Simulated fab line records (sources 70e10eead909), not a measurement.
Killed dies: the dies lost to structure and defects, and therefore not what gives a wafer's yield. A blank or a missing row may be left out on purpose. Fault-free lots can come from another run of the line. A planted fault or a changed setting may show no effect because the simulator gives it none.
Chamber matching	flow nand-harc	NHARC_A_CONTACT_DEP_85 on pecvd-04 has 3 sister chambers
The step deposits SiON, target thk 60 nm. 16 wafers are shown with their chamber, then 8 later ones without.

## EACH WAFER AND ITS CHAMBER
wafer	chamber	heater-power-w (W)
L079.2	1	659
L079.5	0	814
L079.6	2	675
L083.1	2	626
L083.5	2	639
L083.6	0	777
L085.2	1	685
L085.4	0	848
L085.5	2	584
L088.1	0	802
L088.3	0	807
L088.4	1	702
L091.1	2	628
L091.2	0	754
L091.5	1	694
L090.1	2	607

SIGNATURES (means of the wafers above)
reading	chamber 0	chamber 1	chamber 2	scatter within a chamber
heater-power-w	800.33	685.00	626.50	29
Rule: a wafer's distance from a chamber is the root of the sum, over the readings, of the square of ((its reading less the chamber's mean) divided by the reading's scatter). The wafer belongs to the nearest chamber; if the next one is less than 2 further off, it can't be placed. The scatter is the square root of a quotient: the sum, over the shown wafers, of each reading's squared deviation from its chamber's mean, divided by wafers minus chambers.

## WAFERS MISSING THEIR CHAMBER
wafer	heater-power-w (W)
L090.3	752
L090.5	787
L092.1	616
L092.2	632
L092.4	630
L093.1	851
L093.5	765
L093.6	827

## EACH ONE'S CHAMBER
wafer	from the rows above	in truth
L090.3	can't be placed: 0 or 1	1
L090.5	0	0
L092.1	2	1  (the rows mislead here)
L092.2	can't be placed: 2 or 1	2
L092.4	can't be placed: 2 or 1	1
L093.1	0	0
L093.5	can't be placed: 0 or 1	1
L093.6	0	0
Placed correctly: 3 of 8. Cannot be placed on the basis of these rows: 4; the candidates contain the true chamber in 4. Placed wrongly: 1.
